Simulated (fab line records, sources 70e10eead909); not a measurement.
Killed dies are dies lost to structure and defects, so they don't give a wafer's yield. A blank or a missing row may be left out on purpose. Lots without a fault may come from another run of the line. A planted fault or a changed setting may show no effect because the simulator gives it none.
One fault seen from 3 desks | flow nand_harc | each desk has only its own numbers; what lay behind them comes last

THE METROLOGY DESK
What the gauges read, lot by lot, whatever tool the lot ran on: means of the sampled wafers that have a number. A lot is out of limits, marked OUT, if its mean lies more than 4 standard deviations from the usual mean; the brackets give that distance.
Columns: A = overlay_x_nm at NHARC_P_M1_OVL_MEAS_10, usual 0.2 nm; B = overlay_y_nm at NHARC_P_M1_OVL_MEAS_10, usual 0.0 nm
lot  | first seen here | A    | B
L501 | day 7 05:15     | -0.2 | 0.5
L502 | day 7 18:37     | 1.1  | 0.5
L503 | day 8 13:22     | -0.3 | -1.2
L504 | day 8 14:48     | -0.3 | 0.0
L508 | day 10 08:23    | 0.4  | 0.6
L509 | day 10 22:56    | 0.2  | -0.3
L510 | day 11 01:35    | 0.0  | -1.0
L512 | day 12 05:58    | 0.2  | 1.7
L513 | day 12 12:00    | 1.7  | -0.2
L514 | day 13 01:25    | -0.4 | 0.0
L516 | day 13 18:26    | -0.4 | -0.2
L518 | day 14 21:34    | 0.4  | -1.4
L520 | day 15 12:32    | -0.1 | 0.8
This desk's finding: nothing out of limits on any of the 13 lots.

THE TOOL OWNER'S DESK: litho_track-01
The tool's own readings at NHARC_P_M1_DEVELOP_08 (develop time 35 s): means of the sampled wafers that have a number, for each lot that ran on this tool. A lot is out of limits, marked OUT, if its mean lies more than 4 standard deviations from the usual mean; the brackets give that distance.
Columns: A = developer_temp_C at NHARC_P_M1_DEVELOP_08, usual 23.00 C
lot  | first seen here | A
L501 | day 7 05:00     | 22.97
L503 | day 8 13:00     | 22.81
L504 | day 8 14:00     | 22.17 (-6.9) OUT
This desk's finding: out of limits on L504; first on L504, day 8 14:00 (developer_temp_C at NHARC_P_M1_DEVELOP_08). In limits: L501, L503.

THE DEFECT DESK
What the inspections along the route counted, lot by lot: means of the sampled wafers that have a number. A lot is out of limits, marked OUT, if its mean lies more than 4 standard deviations from the usual mean; the brackets give that distance.
Columns: A = raw_defect_count at NHARC_P_M1_INSPECT_11, usual 4.4
lot  | first seen here | A
L501 | day 7 05:17     | 2.7
L502 | day 7 18:40     | 2.0
L503 | day 8 13:24     | 2.7
L504 | day 8 14:50     | 3.3
L508 | day 10 08:25    | 2.7
L509 | day 10 22:58    | 3.0
L510 | day 11 01:38    | 8.3
L512 | day 12 06:01    | 7.7
L513 | day 12 12:02    | 7.0
L514 | day 13 01:26    | 9.3
L516 | day 13 18:29    | 4.0
L518 | day 14 21:36    | 7.3
L520 | day 15 12:35    | 3.0
This desk's finding: nothing out of limits on any of the 13 lots.

PUT TOGETHER
The tool owner's desk could have raised an alarm at day 8 14:00, on L504.
The metrology desk saw nothing out of limits.
The defect desk saw nothing out of limits.
The metrology desk has L504 on record, within its limits.
The defect desk has L504 on record, within its limits.
Of the lots named, all ran NHARC_P_M1_DEVELOP_08 on litho_track-01.

WHAT THE SIMULATOR HAD PUT IN
Process parameter drift: litho_track-01, from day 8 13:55 on, at NHARC_P_M1_DEVELOP_08. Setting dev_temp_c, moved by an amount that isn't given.
Lots struck among those shown: L504.
Hours from the fault's start to each desk's first reading out of limits: the tool owner's desk, 0.
